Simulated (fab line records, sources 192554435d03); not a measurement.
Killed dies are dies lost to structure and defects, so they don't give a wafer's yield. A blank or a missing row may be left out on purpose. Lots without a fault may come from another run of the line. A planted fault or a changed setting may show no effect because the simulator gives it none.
fab line records | flow n5_finfet
record lots=3 wafers=9 last_day=17
route steps=1938 shown HKMG_FIN@441 GATE_CUT@465 BEOL_M13@1692 BEOL_M15@1830
lots that met no fault: from a run of the same line without faults
start_h: hours from the record's first day to the start of the lot's first wafer shown | wait_h: hours since the lot's step before | " the same as in the row above | L1.1+2: a row that stands for several wafers | - no value, or no start given | * or withheld: withheld | < > ~ a bound
route shown NAME@n: a module of which the file shows steps, and the number in the route of the first | usual: mean/standard deviation of fault-free wafers | same: alike in all rows | chamber/n: place in a boat | sites: the reading at each site | _std_site: their standard deviation | _edge_site: outer sites' mean less inner sites' | radius_mm: how far each site lies from the wafer's centre | mask NAME#n: copy n | behind: the tool/chamber that last shaped the wafer | hold: why the lot was held/for how many hours/how that ended | device: the transistor (n, p or np) that didn't switch | end of line: the same wafers' tests at the end of the route | a step without rows: its recipe alone | killed: dies lost to structure and defects at the first sort, not the wafer's yield | map: a wafer's dies, x killed, . not, _ none there
set.NAME: the setting as run; set.NAME@STEP: as run at that earlier step | model.NAME: the simulator's own value behind a step, which no gauge read
lots at some steps of the route; a table a step, a row a wafer
services: from which hour (start_h, from the record's first day; less than 0 if before it) a tool's chamber was out of use, for how many hours, and why
## steps
# step N5_HKMG_FIN_STRIP_19
# recipe chemistry=N2/H2 power_w=2500 temp_c=300 h2_frac=0.65 time_s=360 pressure_mtorr=withheld n2_flow_sccm=1750 h2_flow_sccm=3250
# step N5_HKMG_FIN_ALD_91
# recipe material=TiN target_thk_a=10 temp_c=400 ald_precursor_family=TiCl4 ald_co_reactant=NH3 pulse_time_s=1 purge_time_s=3 co_reactant_purge_time_s=2 co_reactant_pulse_time_s=2 ald_cycles=47 pressure_torr=3
# step N5_HKMG_FIN_COAT_85
# recipe resist=SOC temp_c=250 time_s=60 spin_rpm=1500 resist_thk_nm=300
# step N5_HKMG_FIN_ETCH_86
# recipe chemistry=N2/H2 target=SOC target_depth_a=3932 stop_on=TiN ion_energy_ev=100 bias_w=61 pressure_mtorr=30 source_w=850 n2_flow_sccm=200 h2_flow_sccm=200
# step N5_HKMG_FIN_STRIP_89
# recipe chemistry=N2/H2 material=SOC time_s=20 power_w=500 temp_c=40 pressure_mtorr=50 rf_frequency_hz=6e+07 bias_power_w=8 h2_frac=0.5 n2_flow_sccm=300 h2_flow_sccm=300
# step N5_HKMG_FIN_WET_ETCH_87
# recipe chemistry=SC1 target=TiN mix=1:2:40 temp_c=50 time_s=154.2 target_depth_nm=4.7 dry=ipa_marangoni rinse_time_s=30 rinse_temp_c=23
# step N5_HKMG_FIN_STRIP_88
# recipe chemistry=N2/H2 power_w=2500 temp_c=300 h2_frac=0.65 time_s=360 pressure_mtorr=withheld n2_flow_sccm=1750 h2_flow_sccm=3250
# step N5_HKMG_FIN_NWFM_ALD_20
# recipe material=TiAlC target_thk_a=20 temp_c=300 ald_precursor_family=TiCl4 ald_co_reactant=TEA pulse_time_s=3 purge_time_s=2 co_reactant_purge_time_s=2 co_reactant_pulse_time_s=10 ald_cycles=7 pressure_torr=3
# step N5_HKMG_FIN_ALD_71
# recipe material=TiN target_thk_a=10 temp_c=400 ald_precursor_family=TiCl4 ald_co_reactant=NH3 pulse_time_s=1 purge_time_s=3 co_reactant_purge_time_s=2 co_reactant_pulse_time_s=2 ald_cycles=47 pressure_torr=3
# step N5_HKMG_FIN_COAT_66
# recipe resist=SOC temp_c=250 time_s=60 spin_rpm=1500 resist_thk_nm=300
# step N5_HKMG_FIN_ETCH_67
# recipe chemistry=N2/H2 target=SOC target_depth_a=3889 stop_on=TiN ion_energy_ev=100 bias_w=61 pressure_mtorr=30 source_w=850 n2_flow_sccm=200 h2_flow_sccm=200
# step N5_HKMG_FIN_STRIP_90
# recipe chemistry=N2/H2 material=SOC time_s=20 power_w=500 temp_c=40 pressure_mtorr=50 rf_frequency_hz=6e+07 bias_power_w=8 h2_frac=0.5 n2_flow_sccm=300 h2_flow_sccm=300
# step N5_HKMG_FIN_WET_ETCH_73
# recipe chemistry=SC1 mix=1:2:40 temp_c=50 time_s=42.3 target_depth_nm=1.3 dry=ipa_marangoni rinse_time_s=30 rinse_temp_c=23
# usual rinse_temp_c=23.00/0.12
# columns lot.wafer tool chamber start_h wait_h rinse_temp_c
L384.1 wet_bench-02 5 119.93 0.1 22.99
L384.4 " 6 " " 23.09
L384.5 " 0 " " 22.92
L388.2 wet_bench-05 4 143.12 0.1 23.12
L388.3 " 0 " " 23.04
L388.4 " 2 " " 23.20
L398.1 wet_bench-02 7 200.92 0.1 23.18
L398.3 " 5 " " 22.87
L398.6 " 0 " " 23.04
# step N5_HKMG_FIN_ETCHBACK_68
# recipe chemistry=Cl2/Ar stop_on=HfO2 target_depth_a=5 pressure_mtorr=10 icp_w=600 bias_w=60 Cl2_flow_sccm=40 Ar_flow_sccm=60
# step N5_HKMG_FIN_STRIP_69
# recipe chemistry=N2/H2 power_w=2500 temp_c=300 h2_frac=0.65 time_s=360 pressure_mtorr=withheld n2_flow_sccm=1750 h2_flow_sccm=3250
# step N5_HKMG_FIN_ALD_21
# recipe material=TiN target_thk_a=15 temp_c=400 ald_precursor_family=TiCl4 ald_co_reactant=NH3 pulse_time_s=1 purge_time_s=3 co_reactant_purge_time_s=2 co_reactant_pulse_time_s=2 ald_cycles=68 pressure_torr=3
# step N5_HKMG_FIN_ALD_72
# recipe material=W target_thk_a=20 temp_c=300 pressure_torr=7.5 ald_precursor_family=WF6 ald_co_reactant=B2H6 pulse_time_s=1 purge_time_s=2 co_reactant_purge_time_s=2 co_reactant_pulse_time_s=3 ald_cycles=7
# step N5_HKMG_FIN_W_FILL_22
# recipe material=W target_thk_a=600 temp_c=400 pressure_torr=39.4 time_s=18.2
# step N5_HKMG_FIN_PRECLEAN_83
# recipe chemistry=DIW time_s=57.5 temp_c=23
# step N5_HKMG_FIN_SRD_84
# recipe dry_time_s=32 dry=n2_spin spin_rpm=1500
# step N5_HKMG_FIN_CMP_23
# recipe stop_on=SiNx t_overpolish_s=10 post_cmp_clean=rinse_only down_force_psi=4 platen_rpm=50.289 pad_velocity_m_s=1.0006 target_thk_nm=46.326
# step N5_HKMG_FIN_CMP_94
# recipe stop_on=SiNx post_cmp_clean=w_dilute_nh4oh t_overpolish_s=4.7 down_force_psi=4 platen_rpm=50.289 pad_velocity_m_s=1.0006 target_thk_nm=43.299
# step N5_GATE_CUT_ETCHBACK_00
# recipe chemistry=SF6/Cl2 target=W pressure_mtorr=8 icp_w=900 bias_w=80 SF6_flow_sccm=40 Cl2_flow_sccm=60
# step N5_GATE_CUT_ETCH_56
# recipe chemistry=Cl2/Ar target=TiN target_depth_a=216 pressure_mtorr=10 icp_w=600 bias_w=60 Cl2_flow_sccm=40 Ar_flow_sccm=60
# step N5_GATE_CUT_ETCHBACK_30
# recipe chemistry=Cl2/Ar target=TiN target_depth_a=30 mode=isotropic pressure_mtorr=10 icp_w=600 bias_w=60 Cl2_flow_sccm=40 Ar_flow_sccm=60
# step N5_GATE_CUT_VAPOR_ETCH_60
# recipe chemistry=BCl3/Cl2 target=HfO2 mode=isotropic
# step N5_GATE_CUT_ETCH_58
# recipe chemistry=CH3F/O2 target=SiNx target_depth_a=170 time_s=128.6 ion_energy_ev=50 pressure_mtorr=30 source_w=415 bias_w=21 Ar_flow_sccm=150 CH3F_flow_sccm=30 O2_flow_sccm=20
# step N5_GATE_CUT_STRIP_59
# recipe chemistry=N2/H2 time_s=20 power_w=100 temp_c=40 pressure_mtorr=100 rf_frequency_hz=6e+07 bias_power_w=3 n2_flow_sccm=300 h2_flow_sccm=300
# step N5_GATE_CUT_PRECLEAN_31
# recipe temp_c=23 chemistry=DIW time_s=300
# step N5_GATE_CUT_SRD_32
# recipe time_s=30 temp_c=23 rinse_liquid=diw dry=ipa_marangoni
# step N5_GATE_CUT_SAC_CAP_01
# recipe material=SiNx target_thk_a=240 temp_c=400 ald_precursor_family=SiH2I2 ald_co_reactant=N2/H2-plasma pulse_time_s=1 ald_cycles=480 purge_time_s=2 co_reactant_purge_time_s=2 pressure_torr=2
# step N5_GATE_CUT_PECVD_57
# recipe material=SiNx target_thk_a=210 temp_c=400 precursor=SiH4/NH3/N2 pressure_torr=1.5 rf_w=300
# step N5_GATE_CUT_CMP_02
# recipe stop_on=SiO2 t_overpolish_s=12.7 post_cmp_clean=alkaline_brush down_force_psi=2.5 platen_rpm=51.8 pad_velocity_m_s=1.0307 target_thk_nm=0
# step N5_GATE_CUT_HM_DEP_46
# recipe material=SiO2 target_thk_a=1300 temp_c=400 precursor=TEOS/O2 pressure_torr=6.5 rf_w=900 teos_flow_sccm=161.4 gas=O2 flow_sccm=2650 time_s=26.6
# step N5_GATE_CUT_COAT_34
# recipe resist=SOC temp_c=250 time_s=60 spin_rpm=1500 resist_thk_nm=60
# step N5_GATE_CUT_COAT_35
# recipe resist=SiARC temp_c=220 time_s=60 spin_rpm=1500 resist_thk_nm=10
# step N5_GATE_CUT_COAT_27
# recipe resist=underlayer temp_c=205 time_s=60 spin_rpm=1500 resist_thk_nm=10
# step N5_GATE_CUT_COAT_07
# recipe resist=CAR-EUV spin_rpm=1500 resist_thk_nm=30
# step N5_GATE_CUT_EBR_09
# recipe solvent=PGMEA ebr_width_mm=1.5
# step N5_BEOL_M13_DESCUM_33
# recipe chemistry=O2 time_s=7.9 source_power_w=50 bias_power_w=20 pressure_mtorr=20 rf_frequency_hz=2.712e+07 temp_c=40 o2_flow_sccm=225
# usual drypump_motor_current_A=5.6/0.45 oes_product_au=0.77/0.09 rf_vpp_V=243.4/1.2 showerhead_plenum_p_Torr=2.11/0.055 throttle_valve_pct=20.53/0.25
# columns lot.wafer tool chamber start_h wait_h drypump_motor_current_A oes_product_au rf_hours_counter_h rf_vpp_V showerhead_plenum_p_Torr throttle_valve_pct model.BEOL_M13.cd_nm
L384.1 rie_diel-05 0 291.85 0.0 5.8 0.70 223 243.4 2.18 20.76 211
L384.4 " 2 " " 5.3 0.70 211 242.0 2.08 20.46 211
L384.5 " 1 " " 5.6 0.69 - 242.5 2.07 20.60 211.6
L388.2 rie_diel-05 1 310.28 0.1 5.6 0.69 222 243.2 2.07 20.62 210.4
L388.3 " 2 " " 5.3 0.70 217 243.3 2.08 20.47 211.8
L388.4 " 0 " " 5.8 0.69 229 245.2 2.18 20.78 212
L398.1 rie_diel-04 0 374.45 0.2 6.1 0.69 249 242.1 2.06 20.57 201.6
L398.3 " 2 " " 6.6 0.88 35 245.4 2.22 20.04 200
L398.6 " 0 " " 6.2 0.69 - 243.0 2.06 20.59 200.6
# step N5_BEOL_M13_ETCH_38
# recipe chemistry=CF4/N2 target=SiCN target_depth_a=675 taper_deg=2 time_s=71.9 ion_energy_ev=150 mask_material=SiO2 pressure_mtorr=40 source_w=430 bias_w=70 Ar_flow_sccm=100 cf4_flow_sccm=60 n2_flow_sccm=60
# usual bias_w=70.01/0.23 drypump_motor_current_A=5.6/0.48 oes_product_au=0.77/0.089 rf_vpp_V=382.5/1.6 showerhead_plenum_p_Torr=2.21/0.06 throttle_valve_pct=15.49/0.27
# columns lot.wafer tool chamber start_h wait_h bias_w drypump_motor_current_A oes_product_au rf_hours_counter_h rf_vpp_V showerhead_plenum_p_Torr throttle_valve_pct model.BEOL_M13.cd_nm
L384.1 rie_diel-03 1 295.82 - 70.13 5.1 0.73 184 382.6 2.20 15.53 214.4
L384.4 " 0 " " 70.06 5.5 0.82 90 380.1 2.14 15.42 211.4
L384.5 " 0 " " 70.14 5.5 0.82 - 379.2 2.14 15.40 211.8
L388.2 rie_diel-03 1 311.06 - 70.30 5.1 0.73 189 382.9 2.20 15.56 210.8
L388.3 " 3 " " 69.97 5.6 0.74 197 383.5 2.28 15.87 212.4
L388.4 " 2 " " 70.09 5.1 0.89 30 383.0 2.25 15.05 215.4
L398.1 rie_diel-03 1 375.56 - 70.30 5.1 0.71 210 382.3 2.19 15.60 202.6
L398.3 " 0 " " 70.37 5.5 0.79 116 381.2 2.13 15.47 200.8
L398.6 " 3 " " 70.23 5.6 0.73 - 383.7 2.27 15.91 201.2
# step N5_BEOL_M15_RC_MEAS_101
# usual COMB_M10=1.39e-11/3e-12 COMB_M11=1.5e-11/3.3e-12 COMB_M12=6.2e-12/1.3e-12 COMB_M13=4.6e-12/1e-12 COMB_M14=3.7e-12/8.7e-13 COMB_M15=2.3e-12/6.9e-13 COMB_M5=3.6e-11/6.7e-12 COMB_M6=2.6e-11/5e-12 COMB_M7=2.5e-11/5.6e-12 COMB_M7_max_site=3.6e-11/8.5e-12 COMB_M8=2.6e-11/4.6e-12 COMB_M9=1.42e-11/2.8e-12 SERP_M10=3.07/0.099 SERP_M11=3.09/0.11 SERP_M11_max_site=3.18/0.11 SERP_M12=0.632/0.018 SERP_M13=0.308/0.005 SERP_M13_max_site=0.311/0.0053 SERP_M14=0.160/0.0047 SERP_M5=38.9/1.6 SERP_M6=14.2/0.59 SERP_M7=14.0/0.59 SERP_M8=13.7/0.54 SERP_M9=3.11/0.11
# columns lot.wafer tool chamber start_h wait_h COMB_M10[S/m] COMB_M11[S/m] COMB_M12[S/m] COMB_M13[S/m] COMB_M14[S/m] COMB_M15[S/m] COMB_M5[S/m] COMB_M6[S/m] COMB_M7[S/m] COMB_M7_max_site[S/m] COMB_M8[S/m] COMB_M9[S/m] SERP_M10[ohm/um] SERP_M11[ohm/um] SERP_M11_max_site[ohm/um] SERP_M12[ohm/um] SERP_M13[ohm/um] SERP_M13_max_site[ohm/um] SERP_M14[ohm/um] SERP_M5[ohm/um] SERP_M6[ohm/um] SERP_M7[ohm/um] SERP_M8[ohm/um] SERP_M9[ohm/um]
L384.1 prober-01 0 308.52 0.0 9.3e-12 1.4e-11 6e-12 6.1e-12 4.6e-12 2.6e-12 3.3e-11 3e-11 2.9e-11 4.4e-11 2.6e-11 1.64e-11 2.93 2.89 2.96 0.629 0.303 0.306 0.155 37.4 13.7 13.7 13.9 3.00
L384.4 " 0 " " 1.33e-11 1.3e-11 5.4e-12 7.7e-12 4.6e-12 2.9e-12 3.4e-11 2.8e-11 2.6e-11 3.9e-11 2.6e-11 1.78e-11 2.97 3.00 3.07 0.608 0.310 0.313 0.165 43.0 14.5 13.1 13.9 3.09
L384.5 " 0 " " 1.24e-11 1.5e-11 5.8e-12 4e-12 4.1e-12 4.1e-12 5.6e-11 2.9e-11 2.8e-11 4.6e-11 2.5e-11 1.8e-11 2.93 3.00 3.11 0.627 0.314 0.316 0.155 36.6 14.4 13.1 14.3 3.06
L388.2 prober-02 0 324.27 0.2 1.5e-11 1.4e-11 4.5e-12 4e-12 3.5e-12 1.4e-12 3e-11 2.2e-11 2.8e-11 3.5e-11 3.3e-11 9.6e-12 3.15 3.24 3.38 0.645 0.320 0.324 0.155 36.7 14.5 13.6 13.8 3.16
L388.3 " 0 " " 8.9e-12 8e-12 5.8e-12 3.5e-12 4.5e-12 1.2e-12 3.8e-11 1.6e-11 2.6e-11 3.8e-11 2.5e-11 1.33e-11 3.28 3.13 3.16 0.663 0.307 0.310 0.164 38.9 14.5 13.6 13.9 2.96
L388.4 " 0 " " 1.27e-11 9e-12 5.9e-12 4.8e-12 5.8e-12 1.6e-12 4.6e-11 2e-11 2.6e-11 4.1e-11 2.1e-11 1.05e-11 3.15 3.06 3.21 0.664 0.303 0.305 0.154 38.2 14.9 14.3 13.7 2.98
L398.1 prober-01 0 391.11 0.0 1.77e-11 1.3e-11 5.2e-12 4.6e-12 3.8e-12 2.5e-12 4e-11 1.8e-11 2e-11 3.3e-11 2.2e-11 1.58e-11 3.18 3.27 3.32 0.631 0.327 0.330 0.154 37.9 13.9 12.5 14.2 3.23
L398.3 " 0 " " 1.52e-11 1.6e-11 6.1e-12 4.9e-12 6e-12 2.8e-12 3.3e-11 2.1e-11 2.8e-11 3.5e-11 2.5e-11 1.18e-11 3.07 3.18 3.26 0.623 0.329 0.332 0.154 41.4 13.7 14.4 14.3 3.18
L398.6 " 0 " " 1.21e-11 1.6e-11 5.6e-12 5.1e-12 4.4e-12 2.6e-12 4.1e-11 2.1e-11 2.4e-11 5e-11 2.4e-11 1.21e-11 3.18 3.20 3.25 0.626 0.328 0.331 0.165 40.3 15.0 13.4 13.7 3.24
# sites SERP_M13 radius_mm=0,75,75,75,75,140,140,140,140
L384.1 0.302 0.304 0.306 0.303 0.301 0.303 0.303 0.300 0.304
L388.2 0.320 0.317 0.324 0.319 0.321 0.321 0.321 0.319 0.320
L398.1 0.326 0.327 0.327 0.330 0.327 0.328 0.325 0.325 0.327
## services
# columns tool chamber start_h hours kind
wet_bench-05 - 106.12 1.9 pm
rie_diel-04 - 118.88 14.6 pm
rie_diel-04 3 164.80 1.4 repair
rie_diel-03 2 186.93 - clean
rie_diel-03 2 186.93 - consumable_replace:focus_ring
rie_diel-03 2 186.93 16.4 scheduled_down
rie_diel-03 2 186.93 16.4 vent_cycle
rie_diel-03 1 194.09 2.4 repair
rie_diel-04 3 230.43 - clean
rie_diel-04 3 230.43 - consumable_replace:focus_ring
rie_diel-04 3 230.43 24.4 scheduled_down
rie_diel-04 3 230.43 24.4 vent_cycle
rie_diel-03 1 238.76 4.5 repair
rie_diel-04 2 254.91 - clean
rie_diel-04 2 254.91 - consumable_replace:focus_ring
rie_diel-04 2 254.91 - consumable_replace:showerhead
rie_diel-04 2 254.91 16.8 scheduled_down
rie_diel-04 2 254.91 16.8 vent_cycle
rie_diel-04 3 285.00 27.2 repair
rie_diel-04 0 322.48 6.7 repair
rie_diel-04 - 351.21 1.5 repair
rie_diel-05 1 366.16 8.4 repair
rie_diel-05 - 374.16 14.6 pm
## key
first_sign step=N5_BEOL_M15_RC_MEAS_101 reading=SERP_M13 direction=up sigmas=4.1 usual=0.308 struck=0.328
effect step=N5_BEOL_M15_RC_MEAS_101 reading=SERP_M13_max_site direction=up sigmas=3.8 usual=0.311 struck=0.331
model_effect step=N5_BEOL_M13_DESCUM_33 value=BEOL_M13.cd_nm without=211.5 struck=200.7
model_effect step=N5_BEOL_M13_ETCH_38 value=BEOL_M13.cd_nm without=212.4 struck=201.5
met_at N5_HKMG_FIN_WET_ETCH_73
struck_wafers L398.1,L398.3,L398.6
loop_trim step=N5_BEOL_M13_EXPOSE_25 setting=dose lots=L398
onset_between 119.93 200.92
also_fits time
fault kind=process_parameter_drift tool=wet_bench-02 chamber=- onset_h=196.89 steps=N5_HKMG_FIN_WET_ETCH_73 channel=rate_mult offset=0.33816 shape=step end_h=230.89
# loop_trim: a control loop set the setting to another value than it would have without faults
